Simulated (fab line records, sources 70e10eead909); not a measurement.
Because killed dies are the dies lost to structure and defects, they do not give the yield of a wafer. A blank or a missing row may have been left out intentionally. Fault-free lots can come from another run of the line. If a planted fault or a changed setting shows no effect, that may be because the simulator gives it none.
Chamber matching | flow nand harc | NHARC_P_ZERO_WELL_STRIP_15 on wet bench-02 has 8 sister chambers
The step strips in SPM, time 900 s. 13 wafers are shown with their chamber, then 8 later ones without.

## WAFERS WITH THEIR CHAMBER
wafer  | chamber | bath guard temp C (C) | bath heat duty pct (%)
L552.2 | 6       | 130.4                 | 15.5
L554.2 | 7       | 129.9                 | 15.9
L554.3 | 1       | 129.4                 | 14.8
L554.4 | 5       | 130.7                 | 14.7
L556.1 | 4       | 129.6                 | 12.9
L556.2 | 3       | 130.7                 | 14.9
L558.2 | 0       | 129.4                 | 16.5
L558.4 | 1       | 129.1                 | 13.3
L558.6 | 2       | 129.0                 | 16.4
L559.2 | 3       | 131.0                 | 15.2
L559.3 | 7       | 130.1                 | 15.4
L559.5 | 6       | 130.3                 | 15.9
L561.2 | 2       | 129.1                 | 14.4

## WAFERS WITH NO CHAMBER GIVEN
wafer  | bath guard temp C (C) | bath heat duty pct (%)
L561.4 | 130.5                 | 15.1
L561.5 | 128.4                 | 16.1
L562.2 | 129.3                 | 14.2
L562.4 | 130.4                 | 15.7
L562.6 | 131.5                 | 13.4
L565.3 | 128.9                 | 15.5
L565.4 | 130.6                 | 17.0
L565.6 | 130.4                 | 16.3

## THE CHAMBER EACH PASSED THROUGH
wafer  | from the rows above               | in truth
L561.4 | can't be placed: 6 or 5 or 3      | 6
L561.5 | can't be placed: 2 or 1           | 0
L562.2 | can't be placed: 1 or 2           | 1
L562.4 | can't be placed: 6 or 5           | 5
L562.6 | can't be placed: 3 or 5           | 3
L565.3 | can't be placed: 2 or 1           | 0
L565.4 | can't be placed: 6 or 3 or 5 or 7 | 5
L565.6 | can't be placed: 6 or 7 or 5      | 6
Placed correctly: 0 of 8. Can't be placed from these rows: 8 (the true chamber is among the candidates in 6). 0 placed wrongly.
How it was worked out, from the rows above alone: a wafer's distance from a chamber is the root of the sum, over the readings, of the square of ((its reading less the chamber's mean) divided by the reading's scatter). The wafer belongs to the nearest chamber; if the next one is less than 2 further off, it can't be placed. A chamber's mean is the mean of its shown wafers. The scatter: the root of (the sum of the squares of (reading less its chamber's mean) over the shown wafers, divided by (wafers less chambers)).
